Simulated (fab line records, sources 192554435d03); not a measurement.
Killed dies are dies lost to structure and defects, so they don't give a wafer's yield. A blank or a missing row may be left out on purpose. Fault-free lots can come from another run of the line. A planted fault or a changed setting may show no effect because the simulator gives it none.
Comparing a struck lot with a sound one -- flow n5Finfet -- 20 out of 1938 route steps
Sound: these wafers, L241.1, L241.2, L241.4. The struck wafers were L246.2, L246.3, L246.6. The cause is given at the end.
Order at every step that has rows: each side's tool, ch and its chambers, its first start. Under that, the readings that differ: sound wafers -- struck wafers -- difference of the means -- sigmas: that difference in standard deviations of wafers without a fault.
alike: readings with means less than 2 such deviations apart, plus words and numbers identical on both sides. not compared: withheld readings, readings lacking a value on some wafer, bounds such as >300 that could conceal the same value, and numbers that have no deviation in the record and whose values overlap.
A row with sigmas, a row that says differs or no value, or rows on one side alone: a step with any of these is where the two part. When numbers do not overlap yet have no deviation, they are printed without sigmas and do not part them. Lack of a reading on every wafer of one side parts them only where that side has two or more wafers.

first, 10 steps without rows for these wafers: N5_BEOL_M8_DESCUM_16 (chemistry O2, time 7.9 s); N5_BEOL_M8_ETCH_61 (etches SiARC in CF4, target depth 45.5 nm, time 75.8 s); N5_BEOL_M8_ETCH_62 (etches SOC in N2/H2, target depth 110 nm, overetch 22 nm, time 165 s); N5_BEOL_M8_STRIP_68 (strips in N2/H2); N5_BEOL_M8_STRIP_67 (strips in CF4); N5_BEOL_M8_HM_OPEN_17 (chemistry Cl2/BCl3, target TiN, target depth 20 nm, overetch 6 nm); N5_BEOL_M8_STRIP_19 (strips in O2); N5_BEOL_M8_COAT_63 (time 60 s, resist thk 60 nm); N5_BEOL_M8_COAT_64 (time 60 s, resist thk 12 nm); N5_BEOL_M8_COAT_71 (time 60 s, resist thk 5 nm).
N5_BEOL_M8_COAT_22: resist thk 30 nm.
  sound on lithoTrack-03 ch 0, day 12 16:23; struck on lithoTrack-03 ch 0, day 13 15:20
reading,sound,struck,difference,sigmas
spinSpeedRpm (rpm),1501.5 1499.2 1500.8,1384.4 1381.6 1381.5,-118.0,-98
model.CAR-EUV_of_BEOL_M8_COAT_22.thkNm (nm),30 30 30,31.2 31.2 31.2,+1.2,
then, 7 steps without rows for these wafers: N5_BEOL_M8_EBR_24; N5_BEOL_M8_SOFTBAKE_23 (time 60 s); N5_BEOL_M8_EXPOSE_25 (exposes mask V7, target cd 40 nm); N5_BEOL_M8_PEB_26 (peb time 60 s); N5_BEOL_M8_DEVELOP_27 (develop time 30 s); N5_BEOL_M8_DESCUM_33 (chemistry O2, time 7 s); N5_BEOL_M8_ETCH_72 (etches underlayer in N2/H2, target depth 6.5 nm, time 5.2 s).
N5_BEOL_M8_ETCH_65: etches SiARC in CF4, target depth 15.6 nm, time 26 s.
  sound on rieDiel-02 ch 0,1,3, day 12 16:49; struck on rieDiel-02 ch 0,2, day 13 16:02
reading,sound,struck,difference,sigmas
model.CAR-EUV_of_BEOL_M8_COAT_22.thkNm (nm),11 11 11,12.4 12.4 12.4,+1.4,
  alike: drypumpMotorCurrentA, etchRfOnTimeS, mfcArSccm, oesProductAu, rfFwdPowerW, rfVppV, showerheadPlenumPTorr, throttleValvePct
  not compared: rfHoursCounterH
then, 1 step without rows for these wafers: N5_BEOL_M8_ETCH_66 (etches SOC in N2/H2, target depth 80 nm, overetch 16 nm, time 120 s).

WHERE THEY PART
Only at N5_BEOL_M8_COAT_22, as far as this record shows. Later steps at which nothing parts them and some readings are alike: N5_BEOL_M8_ETCH_65.

WHY: the cause the simulator had injected
Drift in process parameters on lithoTrack-03 at N5_BEOL_M8_COAT_22, starting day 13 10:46. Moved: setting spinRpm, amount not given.
